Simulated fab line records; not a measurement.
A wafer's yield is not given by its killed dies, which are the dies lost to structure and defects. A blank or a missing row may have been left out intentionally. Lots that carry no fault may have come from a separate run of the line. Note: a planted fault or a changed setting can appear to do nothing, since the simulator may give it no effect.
A lot that was struck, set against a sound lot    flow nandHarc    14 steps out of a route of 1302
Sound: these wafers, L181.1, L181.3, L181.5. Struck: wafers L191.4, L191.6. (L191.1 of the same lot was not struck and is left out.) The cause comes at the end.
At each step with rows: each side's tool, then ch and its chambers, then its first start. Under that, the readings that differ: sound wafers    struck wafers    difference of the means    sigmas: that difference in standard deviations of wafers without a fault.
alike: readings with means less than 2 such deviations apart, plus words and numbers identical on both sides. not compared: withheld readings, readings lacking a value on some wafer, bounds such as >300 that could conceal the same value, and numbers that have no deviation in the record and whose values overlap.
A row with sigmas, a row that says differs or no value, or rows on one side alone: a step with any of these is where the two part. Numbers that don't overlap but have no deviation are shown without sigmas and don't part them. A reading missing from all wafers of one side parts the sides only when that side holds two or more wafers.

first, 3 steps without rows for these wafers: NHARC_P_CONTACT_ETCH_36 (etches the open film in N2/H2, target depth 260 nm, time 406.25 s); NHARC_P_CONTACT_ETCH_18 (etches the open film in C4F8/O2/Ar, target depth 481 nm, time 240.5 s); NHARC_P_CONTACT_STRIP_37 (strips in C4F8/O2/Ar).
NHARC_P_CONTACT_ETCH_31: etches the open film in CH3F/O2, target depth 30 nm, time 85.7 s.
  sound: rieDiel-12 ch 1,3; struck: rieDiel-12 ch 1,3
  alike: drypumpMotorCurrentA, oesProductAu, rfVppV, showerheadPlenumPTorr, throttleValvePct
  not compared: rfHoursCounterH
NHARC_P_CONTACT_CD_MEAS_19:
  sound on cdSem-01 at day 8 07:17; struck on cdSem-03 at day 12 00:16
  alike: cdNm
NHARC_P_CONTACT_STRIP_28: strips in O2.
  sound on rieDiel-10 ch 0,1, day 8 07:23; struck on rieDiel-08 ch 2,3, day 12 00:22
reading              sound              struck       difference  sigmas
oesProductAu (a.u.)  0.994 0.978 0.984  1.012 1.015  +0.028      +3
  alike: drypumpMotorCurrentA, rfVppV, showerheadPlenumPTorr, throttleValvePct
  not compared: rfHoursCounterH
then, 1 step without rows for these wafers: NHARC_P_CONTACT_STRIP_29 (strips in post etch residue remover, time 1200 s).
NHARC_P_CONTACT_DEGAS_38: time 60 s.
  sound on pvdSputter-01 at day 8 08:00; struck on pvdSputter-01 at day 12 00:59
reading             sound  struck         difference                    sigmas
susceptorTempC (C)  - - -  300.12 299.71  no value on the sound wafers  
  alike: heaterPowerW
then, 2 steps without rows for these wafers: NHARC_P_CONTACT_PRE_CLEAN_39 (time 19.5 s); NHARC_P_CONTACT_PVD_32 (deposits Ti, target thk 5 nm, time 17.7 s).
NHARC_P_CONTACT_ALD_22: deposits TiN, target thk 3 nm, pulse time 1 s, ald cycles 150.
  sound on aldMetal-03 ch 0,3, day 8 08:14; struck on aldMetal-01 ch 3, day 12 01:13
  alike: heaterPowerW, precursorPulseHeightRel, susceptorTempC
NHARC_P_CONTACT_CVD_23: deposits W, target thk 200 nm, time 557 s.
  sound: cvdW-02 ch 0,1; struck: cvdW-01 ch 0,1
  alike: heaterPowerW, susceptorTempC, throttleValvePct
NHARC_P_CONTACT_CMP_24: polishes, t overpolish 30 s, target thk 200 nm.
  sound on cmp-02 ch 2,3, day 8 09:08; struck on cmp-03 ch 0,1, day 12 02:04
reading              sound           struck     difference  sigmas
timeToEndpointS (s)  39.8 37.9 41.4  19.6 18.8  -20.5       -7
  alike: motorCurrentA, overpolishRunS, slurryFlowMlMin
-- the record jumps here: 18 days lie between the struck wafers' starts before and after (it left off in module P_CONTACT and takes up again in module END, whose first step shown is number 1302 of the route) --
NHARC_END_SORT_01:
  at this point the record logs the struck wafers (prober-01 ch 0, day 29 21:41) and has no rows for the sound ones

## WHERE THEY PART
Earliest at NHARC_P_CONTACT_STRIP_28; latest, in this record, at NHARC_END_SORT_01.

WHY: whatever the simulator had introduced
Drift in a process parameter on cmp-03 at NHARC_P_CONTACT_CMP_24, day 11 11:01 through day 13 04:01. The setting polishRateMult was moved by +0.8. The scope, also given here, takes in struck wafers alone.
